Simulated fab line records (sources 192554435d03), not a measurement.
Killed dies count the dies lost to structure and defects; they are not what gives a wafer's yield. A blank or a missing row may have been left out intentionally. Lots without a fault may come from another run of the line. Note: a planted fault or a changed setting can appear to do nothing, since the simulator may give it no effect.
Split-lot trial    flow n5 finfet    21 wafers read from 7 lots, route of 1938 steps

## ABOUT THE SPLIT
At N5_BEOL_M14_ETCH_68 (etches SOC in N2/H2, time 450 s), the setting time s was moved away from the recipe's 450 s on 7 of the 21 wafers read, by -13.6% to +22.3%. This setting was run at the recipe's value on the other wafers.

Reading taken at the split's own step.

## THE READING
SiARC_of_BEOL_M14_COAT_66.thk nm (the simulator's own value, which no gauge read), in nm, at N5_BEOL_M14_ETCH_68 (etches SOC in N2/H2, time 450 s). The file does not state a usual value for it. Across the 14 wafers here that went through the recipe, the average is 65.1 nm and the standard deviation 0.57 nm.

wafer   tool, chamber at the split  time s as run, s  against the recipe  SiARC_of_BEOL_M14_COAT_66.thk nm, nm  against lot-mates on the recipe
L076.2  rie diel-02, 2              450               recipe              65.6                                  -
L076.3  rie diel-02, 0              450               recipe              65.6                                  -
L076.4  rie diel-02, 1              450               recipe              65.6                                  -
L078.2  rie diel-04, 2              450               recipe              64.6                                  -
L078.3  rie diel-04, 3              450               recipe              64.6                                  -
L078.5  rie diel-04, 1              450               recipe              65.6                                  -
L080.1  rie diel-04, 1              501.8             +11.5%              59.8                                  no lot-mate on the recipe
L080.2  rie diel-04, 2              501.8             +11.5%              58.6                                  no lot-mate on the recipe
L080.3  rie diel-04, 0              501.8             +11.5%              58.6                                  no lot-mate on the recipe
L083.1  rie diel-04, 0              450               recipe              64.6                                  -
L083.3  rie diel-04, 3              450               recipe              65                                    -
L083.6  rie diel-04, 2              450               recipe              64.8                                  -
L084.2  rie diel-04, 3              550.2             +22.3%              53.4                                  -11.0
L084.3  rie diel-04, 2              450               recipe              64.4                                  -
L084.4  rie diel-04, 2              550.2             +22.3%              54                                    -10.4
L086.2  rie diel-04, 2              526.2             +16.9%              56.8                                  -7.7
L086.4  rie diel-04, 3              450               recipe              64.2                                  -
L086.6  rie diel-04, 2              450               recipe              64.8                                  -
L097.3  rie diel-02, 0              450               recipe              65.4                                  -
L097.5  rie diel-02, 2              450               recipe              66.2                                  -
L097.6  rie diel-02, 1              388.8             -13.6%              72                                    +6.2

FIT RESULTS
A straight line over all 21 wafers: SiARC_of_BEOL_M14_COAT_66.thk nm changes by -0.51 nm for each +1% of time s; r = -0.99; the points scatter about the line by 0.56 nm.
The same after taking each lot's own level away (the mean of its wafers on the recipe; 18 wafers): -0.472 nm for each +1%; r = -1.00; scatter 0.32 nm.
That fit puts the effect of the largest move of time s on the reading at 11 nm.
The lots' own levels span 64.40 to 65.80 nm, that is 2.5 times the standard deviation above.
The two slopes are in agreement: the lot-to-lot level therefore moves the slope only a little.
Check: -10.3 nm against its lot-mates is what the line predicts for one of the wafers moved furthest among these (+22.3%) when that wafer is left out of the fit. Against them it came out at -11 nm.

## THE FILE'S OWN FIT
SiARC_of_BEOL_M14_COAT_66.thk nm changes by -0.468 nm for each +1% of time s, r = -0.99.
